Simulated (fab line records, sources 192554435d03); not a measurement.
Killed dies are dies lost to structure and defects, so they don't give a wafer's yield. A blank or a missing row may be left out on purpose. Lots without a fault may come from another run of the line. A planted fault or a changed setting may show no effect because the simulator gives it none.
Chamber matching | flow n5_finfet | N5_FIN_SAQP_DESCUM_21 on rie_diel-04: 4 sister chambers
The step chemistry O2, time 7.9 s. 8 wafers are shown with their chamber, then 9 later ones without.

WAFERS WITH THEIR CHAMBER
wafer  | chamber | drypump_motor_current_A (A) | showerhead_plenum_p_Torr (Torr)
L087.4 | 1       | 5.9                         | 2.05
L087.5 | 3       | 5.0                         | 2.00
L089.3 | 2       | 5.1                         | 2.18
L089.4 | 0       | 5.5                         | 2.23
L089.6 | 3       | 5.1                         | 1.99
L090.4 | 0       | 5.5                         | 2.23
L090.5 | 2       | 5.1                         | 2.18
L090.6 | 1       | 5.9                         | 2.05

WAFERS WITHOUT THEIR CHAMBER
wafer  | drypump_motor_current_A (A) | showerhead_plenum_p_Torr (Torr)
L093.1 | 5.1                         | 2.18
L093.5 | 5.1                         | 2.18
L093.6 | 5.8                         | 2.05
L095.1 | 5.8                         | 2.05
L095.3 | 5.0                         | 1.99
L095.5 | 5.8                         | 2.05
L097.2 | 5.8                         | 2.05
L097.3 | 5.5                         | 2.22
L097.4 | 5.1                         | 2.17

WHICH CHAMBER EACH WENT THROUGH
wafer  | from the rows above | in truth
L093.1 | 2                   | 2
L093.5 | 2                   | 2
L093.6 | 1                   | 1
L095.1 | 1                   | 1
L095.3 | 3                   | 3
L095.5 | 1                   | 1
L097.2 | 1                   | 1
L097.3 | 0                   | 0
L097.4 | 2                   | 2
Placed correctly: 9 of 9. Can't be placed from these rows: 0. Placed wrongly: 0.
How it was worked out, from the rows above alone: a wafer's distance from a chamber is the root of the sum, over the readings, of the square of ((its reading less the chamber's mean) divided by the reading's scatter). The wafer belongs to the nearest chamber; if the next one is less than 2 further off, it can't be placed. A chamber's mean is the mean of its shown wafers. The scatter: the root of (the sum of the squares of (reading less its chamber's mean) over the shown wafers, divided by (wafers less chambers)).
